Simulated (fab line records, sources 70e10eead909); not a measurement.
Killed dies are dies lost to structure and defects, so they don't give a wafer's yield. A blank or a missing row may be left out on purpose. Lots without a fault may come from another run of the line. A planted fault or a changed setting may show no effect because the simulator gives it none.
Chamber matching | flow nand_harc | NHARC_A_CONTACT_ETCH_88 on rie_diel-03: 4 sister chambers
The step etches the open film in CF4, target depth 39 nm, time 65 s. 4 wafers are shown with their chamber, then 9 later ones without.

WAFERS WITH THEIR CHAMBER
wafer  | chamber | rf_vpp_V (V)
L084.6 | 3       | 150.1
L087.1 | 2       | 152.3
L090.2 | 1       | 149.5
L090.6 | 0       | 151.7

WAFERS WITHOUT THEIR CHAMBER
wafer  | rf_vpp_V (V)
L092.3 | 149.5
L092.4 | 152.5
L092.5 | 153.3
L094.2 | 152.2
L094.3 | 151.5
L094.4 | 150.4
L097.2 | 153.2
L097.4 | 152.4
L097.6 | 151.5

WHICH CHAMBER EACH WENT THROUGH
wafer  | from the rows above     | in truth
L092.3 | can't be placed: 1 or 3 | 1
L092.4 | can't be placed: 2 or 0 | 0
L092.5 | can't be placed: 2 or 0 | 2
L094.2 | can't be placed: 2 or 0 | 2
L094.3 | can't be placed: 0 or 2 | 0
L094.4 | can't be placed: 3 or 1 | 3
L097.2 | can't be placed: 2 or 0 | 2
L097.4 | can't be placed: 2 or 0 | 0
L097.6 | can't be placed: 0 or 2 | 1
Placed correctly: 0 of 9. Can't be placed from these rows: 9 (the true chamber is among the candidates in 8). Placed wrongly: 0.
How it was worked out, from the rows above alone: a wafer's distance from a chamber is the root of the sum, over the readings, of the square of ((its reading less the chamber's mean) divided by the reading's scatter). The wafer belongs to the nearest chamber; if the next one is less than 2 further off, it can't be placed. A chamber's mean is the mean of its shown wafers. The scatter: with one shown wafer a chamber, the root of the mean of the squares of how far each hidden wafer lies from its nearest shown one.
